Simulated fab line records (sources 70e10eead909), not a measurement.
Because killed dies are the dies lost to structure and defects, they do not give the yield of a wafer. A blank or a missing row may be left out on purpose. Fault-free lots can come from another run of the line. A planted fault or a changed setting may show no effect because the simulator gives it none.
Chamber matching / flow nand_harc / 3 sister chambers for NHARC_P_BONDPAD_DEP_00 on pecvd-02
The step deposits SiCN, target thk 250 nm. 18 wafers are shown with their chamber, then 9 later ones without.

## EACH WAFER AND ITS CHAMBER
wafer=L075.1; chamber=0; heater_power_w (W)=528; susceptor_temp_C (C)=369.87
wafer=L075.4; chamber=2; heater_power_w (W)=571; susceptor_temp_C (C)=370.20
wafer=L075.6; chamber=0; heater_power_w (W)=544; susceptor_temp_C (C)=369.91
wafer=L074.1; chamber=0; heater_power_w (W)=470; susceptor_temp_C (C)=369.87
wafer=L074.2; chamber=2; heater_power_w (W)=489; susceptor_temp_C (C)=369.80
wafer=L074.4; chamber=2; heater_power_w (W)=490; susceptor_temp_C (C)=369.92
wafer=L078.2; chamber=0; heater_power_w (W)=589; susceptor_temp_C (C)=370.11
wafer=L078.4; chamber=1; heater_power_w (W)=558; susceptor_temp_C (C)=370.09
wafer=L078.6; chamber=0; heater_power_w (W)=459; susceptor_temp_C (C)=370.04
wafer=L076.1; chamber=2; heater_power_w (W)=499; susceptor_temp_C (C)=369.95
wafer=L076.4; chamber=1; heater_power_w (W)=554; susceptor_temp_C (C)=369.96
wafer=L076.6; chamber=2; heater_power_w (W)=523; susceptor_temp_C (C)=369.66
wafer=L083.3; chamber=0; heater_power_w (W)=554; susceptor_temp_C (C)=370.10
wafer=L083.4; chamber=1; heater_power_w (W)=564; susceptor_temp_C (C)=369.69
wafer=L083.5; chamber=0; heater_power_w (W)=568; susceptor_temp_C (C)=369.92
wafer=L087.2; chamber=0; heater_power_w (W)=493; susceptor_temp_C (C)=370.11
wafer=L087.5; chamber=2; heater_power_w (W)=490; susceptor_temp_C (C)=370.02
wafer=L087.6; chamber=1; heater_power_w (W)=574; susceptor_temp_C (C)=369.85

SIGNATURES (means of the wafers above)
reading=heater_power_w; chamber 0=525.62; chamber 1=562.50; chamber 2=510.33; scatter within a chamber=37.4
reading=susceptor_temp_C; chamber 0=369.9913; chamber 1=369.8975; chamber 2=369.9250; scatter within a chamber=0.151
Rule: distance of a wafer from a chamber = root of the sum over the readings of ((wafer's reading minus chamber's mean) / reading's scatter) squared. The wafer belongs to the nearest chamber; if the next one is less than 2 further off, it can't be placed. The scatter is the square root of a quotient: the sum, over the shown wafers, of each reading's squared deviation from its chamber's mean, divided by wafers minus chambers.

## WAFERS WHOSE CHAMBER IS MISSING
wafer=L086.2; heater_power_w (W)=554; susceptor_temp_C (C)=370.07
wafer=L086.5; heater_power_w (W)=561; susceptor_temp_C (C)=370.07
wafer=L086.6; heater_power_w (W)=539; susceptor_temp_C (C)=370.40
wafer=L089.1; heater_power_w (W)=542; susceptor_temp_C (C)=369.91
wafer=L089.4; heater_power_w (W)=557; susceptor_temp_C (C)=369.91
wafer=L089.5; heater_power_w (W)=566; susceptor_temp_C (C)=369.99
wafer=L093.3; heater_power_w (W)=534; susceptor_temp_C (C)=369.75
wafer=L093.5; heater_power_w (W)=539; susceptor_temp_C (C)=369.79
wafer=L093.6; heater_power_w (W)=517; susceptor_temp_C (C)=370.36

## WHICH CHAMBER EACH WENT THROUGH
wafer=L086.2; from the rows above=can't be placed: 0 or 1 or 2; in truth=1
wafer=L086.5; from the rows above=can't be placed: 0 or 1 or 2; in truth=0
wafer=L086.6; from the rows above=can't be placed: 0 or 2 or 1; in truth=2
wafer=L089.1; from the rows above=can't be placed: 1 or 0 or 2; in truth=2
wafer=L089.4; from the rows above=can't be placed: 1 or 0 or 2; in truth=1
wafer=L089.5; from the rows above=can't be placed: 1 or 0 or 2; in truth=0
wafer=L093.3; from the rows above=can't be placed: 1 or 2 or 0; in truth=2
wafer=L093.5; from the rows above=can't be placed: 1 or 2 or 0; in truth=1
wafer=L093.6; from the rows above=can't be placed: 0 or 2 or 1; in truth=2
Placed correctly: 0 of 9. Unplaceable from these rows: 9, with the true chamber sitting among the candidates in 9. Number placed wrongly: 0.
